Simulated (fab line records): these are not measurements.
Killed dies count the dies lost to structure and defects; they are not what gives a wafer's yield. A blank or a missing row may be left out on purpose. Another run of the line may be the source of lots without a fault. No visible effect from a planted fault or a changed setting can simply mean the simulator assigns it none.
fab line records	flow n5_finfet	part 2 of 2: steps 5 to 6 of 6
record lots=22	wafers=66	last_day=19
route steps=1938 shown HKMG_FIN@455 GATE_CUT@490 MOL_CONTACT_COAG@529
lots that met no fault: taken from a fault-free run of the same line
start_h: the number of hours between the record's first day and the start of the first shown wafer of the lot	wait_h: hours elapsed since this lot's preceding step	" identical to the entry in the row above	L1.1+2: a single row standing in for several wafers	- value missing, or start not given	* or withheld: withheld	< > ~ a bound
route shown NAME@n: NAME is a module with steps in the file, n the number in the route of the first one	usual: the fault-free wafers' mean and standard deviation	same: alike in all rows	chamber/n: place in a boat	sites: each site's reading	_std_site: standard deviation of those values	_edge_site: inner sites' mean taken away from outer sites' mean	radius_mm: for every site, how far away it sits from the centre of the wafer	mask NAME#n: copy n	behind: the most recent tool/chamber to have shaped the wafer	hold: what put the lot on hold/how long, in hours/how the hold closed	device: names the non-switching transistor (n, p or np)	end of line: tests run on the same wafers once the route is complete	a step with no rows: only its recipe	killed: at the first sort, the dies lost to defects and structure; wafer yield is something else	map: a wafer's dies, x killed, . not, _ none there
set.NAME: the setting the step ran with; set.NAME@STEP: the setting that earlier step ran with	model.NAME: the simulator's own value behind a step, which no gauge read
a sample of lots followed through the steps of the route, with each step as a table and each wafer as a row
services: when a tool's chamber went out of use (start_h, in hours from the record's first day, below 0 if earlier), for how many hours, and the reason
## steps
# step N5_MOL_CONTACT_COAG_DESCUM_13
# recipe chemistry=O2	time_s=7	source_power_w=50	bias_power_w=20	pressure_mtorr=20	rf_frequency_hz=2.712e+07	temp_c=40	resist=CAR-EUV	o2_flow_sccm=225
# usual drypump_motor_current_A=5.5/0.32	o2_flow_sccm=224.9/0.66	oes_product_au=0.78/0.074	rf_vpp_V=243.3/1.4	showerhead_plenum_p_Torr=2.10/0.065	throttle_valve_pct=20.56/0.25
lot.wafer	tool	chamber	start_h	wait_h	drypump_motor_current_A	o2_flow_sccm	oes_product_au	rf_hours_counter_h	rf_vpp_V	showerhead_plenum_p_Torr	throttle_valve_pct
L074.1	rie_diel-02	2	90.63	0.0	5.3	225.4	0.73	174	241.5	2.00	20.89
L074.3	"	0	"	"	6.1	224.9	0.80	125	242.4	2.01	20.22
L074.5	"	0	"	"	6.2	224.4	0.80	-	242.3	2.01	20.21
L076.1	rie_diel-02	2	99.44	0.0	5.3	223.9	0.73	178	240.9	2.00	20.88
L076.4	"	0	"	"	6.2	224.8	0.80	126	240.8	2.01	20.22
L076.6	"	2	"	"	5.3	224.6	0.73	-	241.4	2.00	20.89
L077.1	rie_diel-01	0	106.77	0.0	5.7	225.4	0.86	48	244.7	2.12	20.49
L077.4	"	2	"	"	5.7	225.6	0.83	73	244.9	2.13	20.57
L077.6	"	0	"	"	5.8	225.9	0.86	-	244.8	2.12	20.48
L078.2	rie_diel-06	0	117.18	0.0	5.2	224.7	0.73	179	243.6	2.19	20.90
L078.4	"	2	"	"	5.1	225.5	0.71	176	243.9	2.16	20.36
L078.6	"	0	"	"	5.2	225.3	0.72	-	245.0	2.19	20.89
L079.2	rie_diel-06	3	124.32	0.6	5.9	224.8	0.78	145	241.8	2.00	20.45
L079.3	"	1	"	"	5.2	225.5	0.68	243	241.4	2.04	20.42
L079.5	"	0	"	"	5.2	224.7	0.73	-	246.0	2.19	20.90
L080.1	rie_diel-02	0	126.28	0.0	6.1	224.4	0.79	135	242.3	2.01	20.25
L080.3	"	2	"	"	5.3	225.8	0.73	186	242.4	2.00	20.90
L080.5	"	0	"	"	6.1	224.5	0.79	-	241.2	2.01	20.24
L081.1	rie_diel-01	2	130.56	0.2	5.7	223.9	0.82	82	245.0	2.12	20.57
L081.2	"	0	"	"	5.7	224.5	0.87	56	243.5	2.12	20.48
L081.6	"	1	"	"	5.7	224.8	0.96	-	245.1	2.13	20.24
L082.1	rie_diel-02	1	134.94	0.0	5.2	225.5	0.78	130	244.0	2.11	20.52
L082.4	"	0	"	"	6.1	225.4	0.79	138	240.9	2.01	20.24
L082.5	"	1	"	"	5.2	224.3	0.78	-	242.8	2.11	20.50
L083.2	rie_diel-01	3	139.28	0.0	5.7	225.3	0.75	173	244.6	2.07	20.58
L083.4	"	1	"	"	5.8	222.8	0.95	14	243.7	2.13	20.23
L083.6	"	3	"	"	5.7	225.1	0.76	-	242.9	2.07	20.57
L084.2	rie_diel-06	3	150.11	0.3	5.9	225.0	0.76	154	240.4	2.00	20.46
L084.5	"	3	"	"	5.9	223.6	0.76	-	241.7	2.00	20.47
L084.6	"	2	"	"	5.1	225.3	0.70	-	243.7	2.15	20.39
L085.2	rie_diel-06	3	155.10	0.2	5.9	224.3	0.76	156	240.3	2.00	20.47
L085.5	"	0	"	"	5.2	224.6	0.71	-	243.6	2.18	20.93
L085.6	"	3	"	"	5.9	224.7	0.77	-	241.5	2.00	20.45
L087.2	rie_diel-06	1	170.35	0.0	5.2	225.5	0.96	4	243.3	2.04	20.15
L087.3	"	0	"	"	5.2	224.9	0.71	199	243.9	2.18	20.94
L087.6	"	1	"	"	5.2	224.6	0.97	-	243.7	2.04	20.15
L088.2	rie_diel-06	3	174.26	0.0	5.9	224.4	0.75	164	242.7	2.00	20.48
L088.3	"	2	"	"	5.2	224.6	0.70	198	243.1	2.15	20.41
L088.4	"	1	"	"	5.2	224.0	0.98	6	242.2	2.04	20.15
L089.1	rie_diel-02	1	182.05	0.1	5.3	225.0	0.77	146	244.6	2.11	20.54
L089.4	"	2	"	"	5.3	225.1	0.71	204	240.6	1.99	20.92
L089.6	"	2	"	"	5.3	225.4	0.71	-	241.7	1.99	20.93
L090.3	rie_diel-01	0	182.74	0.0	5.8	225.6	0.83	75	243.5	2.12	20.51
L090.4	"	1	"	"	5.8	225.3	0.91	29	244.1	2.12	20.26
L090.6	"	2	"	"	5.6	225.4	0.80	-	245.4	2.12	20.62
L091.2	rie_diel-01	1	192.84	0.2	5.8	224.3	0.90	32	245.6	2.12	20.29
L091.5	"	0	"	"	5.7	225.8	0.83	-	242.2	2.11	20.51
L091.6	"	1	"	"	5.7	224.1	0.90	-	241.9	2.12	20.27
L092.3	rie_diel-01	0	195.60	0.0	5.8	223.4	0.83	79	244.0	2.11	20.51
L092.5	"	2	"	"	5.7	225.0	0.81	-	243.5	2.11	20.61
L092.6	"	1	"	"	5.7	224.3	0.90	-	243.7	2.12	20.24
L093.2	rie_diel-06	3	203.53	0.1	5.9	225.7	0.74	178	243.0	1.99	20.49
L093.3	"	0	"	"	5.2	224.6	0.70	215	245.7	2.18	20.96
L093.4	"	2	"	"	5.1	225.4	0.69	-	244.1	2.14	20.42
L094.3	rie_diel-02	3	207.65	0.0	5.1	225.1	0.73	191	244.4	2.18	20.98
L094.5	"	3	"	"	5.1	225.4	0.74	-	245.8	2.18	20.97
L094.6	"	2	"	"	5.3	226.1	0.70	-	240.8	1.99	20.93
L095.2	rie_diel-01	2	215.27	0.1	5.7	224.1	0.80	110	243.7	2.11	20.63
L095.5	"	0	"	"	5.8	225.1	0.82	-	242.9	2.11	20.53
L095.6	"	1	"	"	5.7	223.5	0.89	-	241.0	2.12	20.26
L096.1	rie_diel-02	3	220.80	0.3	5.1	224.0	0.73	197	244.4	2.18	21.00
L096.2	"	1	"	"	5.2	224.7	0.76	159	243.8	2.10	20.57
L096.5	"	3	"	"	5.1	224.4	0.73	-	243.8	2.18	21.00
L097.3	rie_diel-01	2	230.88	0.0	5.7	224.5	0.78	116	243.5	2.11	20.63
L097.4	"	1	"	"	5.7	225.1	0.87	46	242.8	2.12	20.29
L097.5	"	2	"	"	5.7	224.2	0.77	-	242.1	2.11	20.63
# step N5_MOL_CONTACT_COAG_SPUTTER_130
# recipe material=Co	target_thk_a=475	temp_c=25	chamber_pressure_pa=0.5	power_w=3000
# usual substrate_temp_c=25.02/0.11	throttle_valve_pct=29.7/1.1
lot.wafer	tool	chamber	start_h	wait_h	substrate_temp_c	throttle_valve_pct
L074.1	pvd_sputter-02	-	95.34	0.0	24.93	29.5
L074.3	"	-	"	"	24.89	29.7
L074.5	"	-	"	"	25.19	31.4
L076.1	pvd_sputter-01	-	108.50	0.0	25.17	30.4
L076.4	"	-	"	"	25.03	29.9
L076.6	"	-	"	"	25.03	30.1
L077.1	pvd_sputter-03	-	111.38	0.0	24.89	31.1
L077.4	"	-	"	"	25.03	29.3
L077.6	"	-	"	"	25.18	29.1
L078.2	pvd_sputter-01	-	124.35	0.0	25.00	30.3
L078.4	"	-	"	"	25.14	30.0
L078.6	"	-	"	"	24.91	30.1
L079.2	pvd_sputter-01	-	130.04	0.0	24.93	30.0
L079.3	"	-	"	"	24.97	27.0
L079.5	"	-	"	"	25.02	29.8
L080.1	pvd_sputter-02	-	131.96	0.0	24.95	29.3
L080.3	"	-	"	"	25.03	29.8
L080.5	"	-	"	"	25.09	29.6
L081.1	pvd_sputter-03	-	136.09	0.0	25.04	30.2
L081.2	"	-	"	"	24.98	28.6
L081.6	"	-	"	"	25.15	31.0
L082.1	pvd_sputter-03	-	139.71	0.0	24.95	29.7
L082.4	"	-	"	"	25.06	28.4
L082.5	"	-	"	"	25.01	29.1
L083.2	pvd_sputter-02	-	146.15	0.0	25.10	29.7
L083.4	"	-	"	"	25.11	31.6
L083.6	"	-	"	"	24.93	29.8
L084.2	pvd_sputter-01	-	159.07	0.0	25.00	26.9
L084.5	"	-	"	"	25.01	30.0
L084.6	"	-	"	"	24.95	30.3
L085.2	pvd_sputter-01	-	162.71	0.0	25.18	30.0
L085.5	"	-	"	"	24.86	30.1
L085.6	"	-	"	"	25.19	30.3
L087.2	pvd_sputter-03	-	173.90	0.0	24.98	28.6
L087.3	"	-	"	"	24.98	30.2
L087.6	"	-	"	"	24.82	30.4
L088.2	pvd_sputter-02	-	180.46	0.0	25.17	31.6
L088.3	"	-	"	"	24.95	29.7
L088.4	"	-	"	"	25.08	29.6
L089.1	pvd_sputter-01	-	189.49	0.0	25.10	29.9
L089.4	"	-	"	"	24.75	29.9
L089.6	"	-	"	"	25.10	30.0
L090.3	pvd_sputter-02	-	189.59	0.0	24.95	29.5
L090.4	"	-	"	"	25.27	29.4
L090.6	"	-	"	"	25.19	31.8
L091.2	pvd_sputter-01	-	199.48	0.0	25.10	27.0
L091.5	"	-	"	"	24.91	30.1
L091.6	"	-	"	"	25.04	29.9
L092.3	pvd_sputter-01	-	200.39	0.0	25.01	30.1
L092.5	"	-	"	"	24.88	30.3
L092.6	"	-	"	"	24.94	30.2
L093.2	pvd_sputter-01	-	210.57	0.0	24.99	30.0
L093.3	"	-	"	"	24.95	29.9
L093.4	"	-	"	"	24.95	30.2
L094.3	pvd_sputter-02	-	212.57	0.0	25.09	29.2
L094.5	"	-	"	"	25.00	31.6
L094.6	"	-	"	"	24.87	29.9
L095.2	pvd_sputter-02	-	219.92	0.0	25.06	29.8
L095.5	"	-	"	"	25.14	29.8
L095.6	"	-	"	"	24.75	29.4
L096.1	pvd_sputter-02	-	226.51	0.0	24.97	31.7
L096.2	"	-	"	"	25.03	29.5
L096.5	"	-	"	"	25.09	29.4
L097.3	pvd_sputter-02	-	238.42	0.0	24.96	29.5
L097.4	"	-	"	"	25.12	29.7
L097.5	"	-	"	"	25.11	29.6
## services
tool	chamber	start_h	hours	kind
rie_diel-03	1	70.57	13.5	repair
rie_diel-04	2	71.52	4.8	repair
pvd_sputter-01	-	77.36	1.3	repair
rie_diel-01	2	84.59	4.7	repair
rie_diel-02	0	92.12	4.1	repair
rie_diel-06	3	93.50	2.2	repair
pvd_sputter-01	-	105.65	1.4	repair
rie_diel-05	2	111.70	7.9	repair
pvd_sputter-01	-	115.70	5.3	repair
rie_diel-05	-	147.63	0.9	repair
rie_diel-03	3	153.55	-	clean
rie_diel-03	0	154.99	7.7	repair
plasma_asher-02	-	158.03	2.8	pm
rie_diel-02	2	173.19	5.9	repair
rie_diel-04	-	174.46	15.6	pm
rie_diel-06	1	176.21	35.1	repair
rie_diel-05	2	179.59	5.7	repair
rie_diel-02	-	182.74	0.5	repair
rie_diel-05	1	184.83	6.6	repair
rie_diel-02	2	192.53	6.0	repair
rie_diel-03	0	196.77	6.4	repair
rie_diel-04	3	200.90	12.8	repair
rie_diel-04	2	216.19	9.9	repair
rie_diel-06	2	229.79	1.7	repair
